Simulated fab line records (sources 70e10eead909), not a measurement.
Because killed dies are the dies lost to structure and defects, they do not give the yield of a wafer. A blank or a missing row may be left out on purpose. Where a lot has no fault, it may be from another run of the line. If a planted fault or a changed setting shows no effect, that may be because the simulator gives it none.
The tool behind it: which one? -- flow nand-harc -- 24 lots with 72 wafers sampled at 6 steps, on a route of 1159 steps

## WHAT THE GAUGES SHOWED, per wafer
The record holds no reading of a measuring or inspecting step that can be judged against a usual standard deviation.

## TOOL THAT RAN EACH LOT (tool first, then ch and the chambers of the sampled wafers, then the start)
lot,NHARC_A_WL_FILL_STRIP_29,NHARC_A_CONTACT_ETCH_111,NHARC_A_CONTACT_ETCH_118,NHARC_A_CONTACT_ETCH_121,NHARC_A_CONTACT_ETCH_128,NHARC_A_CONTACT_DEP_84
L075,"rie-diel-06 ch 0,1,3, day 15 10:39","har-cap-etch-01 ch 0,1, day 16 02:44","har-cap-etch-01 ch 0,1, day 16 03:29","har-cap-etch-01 ch 0,1, day 16 03:46","har-cap-etch-03 ch 0,1, day 16 11:31","acl-dep-03 ch 0, day 16 17:05"
L074,"rie-diel-06 ch 0,3, day 15 14:55","har-cap-etch-02 ch 0,1, day 16 08:55","har-cap-etch-02 ch 0,1, day 16 09:38","har-cap-etch-02 ch 0,1, day 16 09:55","har-cap-etch-01 ch 0,1, day 16 20:23","acl-dep-01 ch 0, day 16 23:04"
L076,"rie-diel-09 ch 0,1, day 15 20:41","har-cap-etch-03 ch 0,1, day 16 15:36","har-cap-etch-03 ch 0,1, day 16 16:20","har-cap-etch-03 ch 0,1, day 16 16:37","har-cap-etch-01 ch 0,1, day 17 01:14","acl-dep-01 ch 0, day 17 05:21"
L077,"rie-diel-06 ch 0,1,3, day 15 20:42","har-cap-etch-02 ch 0,1, day 16 14:07","har-cap-etch-02 ch 0,1, day 16 15:05","har-cap-etch-02 ch 0,1, day 16 15:26","har-cap-etch-02 ch 0,1, day 16 23:53","acl-dep-01 ch 0, day 17 04:06"
L078,"rie-diel-06 ch 0,2, day 16 16:41","har-cap-etch-03 ch 0,1, day 17 12:37","har-cap-etch-03 ch 0,1, day 17 13:19","har-cap-etch-03 ch 0,1, day 17 13:35","har-cap-etch-01 ch 0,1, day 17 19:49","acl-dep-02 ch 0, day 18 00:03"
L080,"rie-diel-02 ch 0,2, day 16 20:43","har-cap-etch-02 ch 0,1, day 17 18:07","har-cap-etch-02 ch 0,1, day 17 18:52","har-cap-etch-02 ch 0,1, day 17 19:08","har-cap-etch-01 ch 0,1, day 18 03:45","acl-dep-01 ch 0, day 18 10:09"
L079,"rie-diel-09 ch 0,2, day 16 23:20","har-cap-etch-03 ch 0,1, day 17 23:26","har-cap-etch-03 ch 0,1, day 18 00:11","har-cap-etch-03 ch 0,1, day 18 00:27","har-cap-etch-01 ch 0,1, day 18 10:39","acl-dep-02 ch 0, day 18 14:53"
L082,"rie-diel-06 ch 0,1,3, day 17 10:32","har-cap-etch-03 ch 0,1, day 18 05:22","har-cap-etch-03 ch 0,1, day 18 06:07","har-cap-etch-03 ch 0,1, day 18 06:23","har-cap-etch-02 ch 0,1, day 18 15:53","acl-dep-01 ch 0, day 18 18:38"
L081,"rie-diel-09 ch 0,3, day 17 11:40","har-cap-etch-02 ch 0,1, day 18 07:25","har-cap-etch-02 ch 0,1, day 18 08:08","har-cap-etch-02 ch 0,1, day 18 08:25","har-cap-etch-01 ch 0, day 18 17:48","acl-dep-01 ch 0, day 18 20:44"
L083,"rie-diel-09 ch 0,2, day 17 22:32","har-cap-etch-01 ch 0,1, day 18 19:07","har-cap-etch-01 ch 0,1, day 18 19:52","har-cap-etch-01 ch 0,1, day 18 20:08","har-cap-etch-02 ch 0,1, day 19 04:13","acl-dep-02 ch 0, day 19 06:58"
L084,"rie-diel-06 ch 0,1,3, day 17 22:33","har-cap-etch-03 ch 0,1, day 18 18:07","har-cap-etch-03 ch 0,1, day 18 18:51","har-cap-etch-03 ch 0,1, day 18 19:08","har-cap-etch-01 ch 0,1, day 19 01:42","acl-dep-01 ch 0, day 19 04:38"
L087,"rie-diel-09 ch 0,2,3, day 18 12:11","har-cap-etch-03 ch 0, day 19 07:37","har-cap-etch-03 ch 0, day 19 08:20","har-cap-etch-03 ch 0, day 19 08:37","har-cap-etch-01 ch 0,1, day 19 17:57","acl-dep-01 ch 0, day 19 21:05"
L085,"rie-diel-02 ch 0,1,3, day 18 12:40","har-cap-etch-01 ch 0,1, day 19 07:37","har-cap-etch-01 ch 0,1, day 19 08:22","har-cap-etch-01 ch 0,1, day 19 08:38","har-cap-etch-02 ch 0,1, day 19 16:36","acl-dep-01 ch 0, day 19 19:50"
L086,"rie-diel-09 ch 0,2,3, day 18 15:14","har-cap-etch-03 ch 0, day 19 11:29","har-cap-etch-03 ch 0, day 19 12:14","har-cap-etch-03 ch 0, day 19 12:31","har-cap-etch-02 ch 0,1, day 19 21:07","acl-dep-03 ch 0, day 19 23:38"
L088,"rie-diel-09 ch 1,2,3, day 18 20:37","har-cap-etch-01 ch 0,1, day 19 15:48","har-cap-etch-01 ch 0,1, day 19 16:33","har-cap-etch-01 ch 0,1, day 19 16:49","har-cap-etch-03 ch 0,1, day 19 23:18","acl-dep-03 ch 0, day 20 02:20"
L091,"rie-diel-02 ch 0,1, day 19 07:19","har-cap-etch-01 ch 0,1, day 20 00:47","har-cap-etch-01 ch 0,1, day 20 01:31","har-cap-etch-01 ch 0,1, day 20 01:48","har-cap-etch-02 ch 1, day 20 11:49","acl-dep-02 ch 0, day 20 14:48"
L090,"rie-diel-06 ch 0,1,2, day 19 08:10","har-cap-etch-03 ch 0,1, day 20 00:54","har-cap-etch-03 ch 0,1, day 20 01:39","har-cap-etch-03 ch 0,1, day 20 01:56","har-cap-etch-01 ch 0,1, day 20 12:34","acl-dep-02 ch 0, day 20 15:49"
L089,"rie-diel-06 ch 0,2,3, day 19 15:23","har-cap-etch-03 ch 0, day 20 08:00","har-cap-etch-03 ch 0, day 20 08:44","har-cap-etch-03 ch 0, day 20 09:01","har-cap-etch-02 ch 1, day 20 16:04","acl-dep-02 ch 0, day 20 19:50"
L092,"rie-diel-09 ch 0,2, day 19 19:25","har-cap-etch-03 ch 0,1, day 20 13:55","har-cap-etch-03 ch 0,1, day 20 14:37","har-cap-etch-03 ch 0,1, day 20 14:53","har-cap-etch-02 ch 0,1, day 20 21:27","acl-dep-03 ch 0, day 21 01:32"
L094,"rie-diel-06 ch 1,3, day 20 08:44","har-cap-etch-03 ch 0,1, day 21 02:28","har-cap-etch-03 ch 0,1, day 21 03:13","har-cap-etch-03 ch 0,1, day 21 03:29","har-cap-etch-02 ch 0,1, day 21 11:49","acl-dep-02 ch 0, day 21 14:46"
L093,"rie-diel-02 ch 0,1,3, day 20 09:34","har-cap-etch-02 ch 0,1, day 21 01:59","har-cap-etch-02 ch 0,1, day 21 02:44","har-cap-etch-02 ch 0,1, day 21 03:01","har-cap-etch-03 ch 0,1, day 21 11:38","acl-dep-01 ch 0, day 21 14:58"
L096,"rie-diel-06 ch 0,2, day 20 18:04","har-cap-etch-01 ch 0,1, day 21 13:24","har-cap-etch-01 ch 0,1, day 21 14:06","har-cap-etch-01 ch 0,1, day 21 14:23","har-cap-etch-02 ch 0,1, day 21 21:49","acl-dep-02 ch 0, day 22 00:58"
L097,"rie-diel-09 ch 0,2,3, day 20 18:42","har-cap-etch-03 ch 0,1, day 21 13:31","har-cap-etch-03 ch 0,1, day 21 14:14","har-cap-etch-03 ch 0,1, day 21 14:31","har-cap-etch-01 ch 0,1, day 21 22:41","acl-dep-02 ch 0, day 22 02:00"
L095,"rie-diel-09 ch 0,1,2, day 20 21:04","har-cap-etch-02 ch 0,1, day 21 17:06","har-cap-etch-02 ch 0,1, day 21 17:50","har-cap-etch-02 ch 0,1, day 21 18:07","har-cap-etch-03 ch 0,1, day 22 00:43","acl-dep-03 ch 0, day 22 03:29"
- NHARC_A_WL_FILL_STRIP_29: strips in O2, time 20 s.
- NHARC_A_CONTACT_ETCH_111: etches the open film in C4F8/O2/Ar, time 140 s, target depth 700 nm.
- NHARC_A_CONTACT_ETCH_118: etches the open film in C4F8/O2/Ar, time 94 s, target depth 922 nm.
- NHARC_A_CONTACT_ETCH_121: etches the open film in C4F8/O2/Ar, time 94 s, target depth 922 nm.
- NHARC_A_CONTACT_ETCH_128: etches the open film in C4F8/O2/Ar, time 155 s, target depth 956 nm.
- NHARC_A_CONTACT_DEP_84: deposits aC, target thk 2000 nm.

## WHAT THE TOOLS THEMSELVES READ (means of the sampled wafers that have a number; where no wafer has one, the mark that the record gives instead)
NHARC_A_WL_FILL_STRIP_29.
lot,tool,drypump-motor-current-A (A),mfc-ar-sccm (sccm),oes-product-au (a.u.),rf-vpp-V (V),showerhead-plenum-p-Torr (Torr),throttle-valve-pct (%)
L075,rie-diel-06,5.8,0.007,1.000,58.2,3.51,17.036
L074,rie-diel-06,5.4,0.000,1.003,57.8,3.64,17.043
L076,rie-diel-09,5.6,0.003,1.007,58.5,3.62,17.031
L077,rie-diel-06,5.8,0.007,1.003,58.0,3.51,17.040
L078,rie-diel-06,5.0,0.008,0.982,57.9,3.60,17.037
L080,rie-diel-02,5.3,0.001,0.985,58.6,3.42,17.038
L079,rie-diel-09,5.9,0.019,1.003,57.1,3.60,17.029
L082,rie-diel-06,5.8,0.007,0.992,57.5,3.51,17.045
L081,rie-diel-09,5.5,0.000,1.008,57.2,3.69,17.033
L083,rie-diel-09,5.7,0.009,1.010,57.8,3.63,17.038
L084,rie-diel-06,5.8,0.007,0.995,58.3,3.51,17.034
L087,rie-diel-09,5.7,0.009,1.007,58.4,3.64,17.025
L085,rie-diel-02,5.6,0.000,0.984,58.2,3.54,17.040
L086,rie-diel-09,5.7,0.009,1.000,57.9,3.64,17.037
L088,rie-diel-09,5.7,0.012,0.986,58.0,3.60,17.042
L091,rie-diel-02,5.3,0.000,0.989,58.3,3.50,17.037
L090,rie-diel-06,5.4,0.011,0.994,57.6,3.52,17.029
L089,rie-diel-06,5.4,0.004,0.982,58.2,3.59,17.039
L092,rie-diel-09,5.9,0.019,0.992,58.3,3.59,17.033
L094,rie-diel-06,6.2,0.014,1.010,57.7,3.38,17.055
L093,rie-diel-02,5.6,0.000,0.987,58.1,3.54,17.034
L096,rie-diel-06,5.0,0.008,0.981,57.8,3.60,17.038
L097,rie-diel-09,5.7,0.009,0.985,58.3,3.64,17.037
L095,rie-diel-09,5.7,0.012,0.980,58.3,3.58,17.032

NHARC_A_CONTACT_DEP_84.
lot,tool,throttle-valve-pct (%)
L075,acl-dep-03,34.999
L074,acl-dep-01,35.002
L076,acl-dep-01,35.002
L077,acl-dep-01,35.004
L078,acl-dep-02,34.999
L080,acl-dep-01,35.010
L079,acl-dep-02,34.992
L082,acl-dep-01,35.007
L081,acl-dep-01,35.005
L083,acl-dep-02,34.997
L084,acl-dep-01,35.000
L087,acl-dep-01,34.998
L085,acl-dep-01,35.002
L086,acl-dep-03,35.005
L088,acl-dep-03,35.007
L091,acl-dep-02,35.002
L090,acl-dep-02,34.995
L089,acl-dep-02,35.005
L092,acl-dep-03,34.997
L094,acl-dep-02,35.000
L093,acl-dep-01,35.005
L096,acl-dep-02,35.006
L097,acl-dep-02,35.004
L095,acl-dep-03,35.001

## THE ANSWER, worked out from the rows above alone
Rule: what is usual is taken from the lots themselves. The widest of any qualifying gaps counts: lots, ordered by their means at a reading, are off when they make up no more than a third of the lots, leave a main group of 4 or more, and stand apart from it by 3 or more times the standard deviation of that group's means. If all means in a main group match to the digits the tables above print for the reading, that group is not used. Also off: a lot with no number at a reading for which 4 or more lots have one. The other lots that the step has rows for count as sound. Order of review: gauges by route order, followed by the tools' own readings, for which a lot's mean as printed above is used. At the first step where some lot is off, the reading lying furthest off is the one used; lots without a number count as furthest.
Nothing can be told from this: no lot is off at any reading shown.

## WHAT THE SIMULATOR HAD PUT IN
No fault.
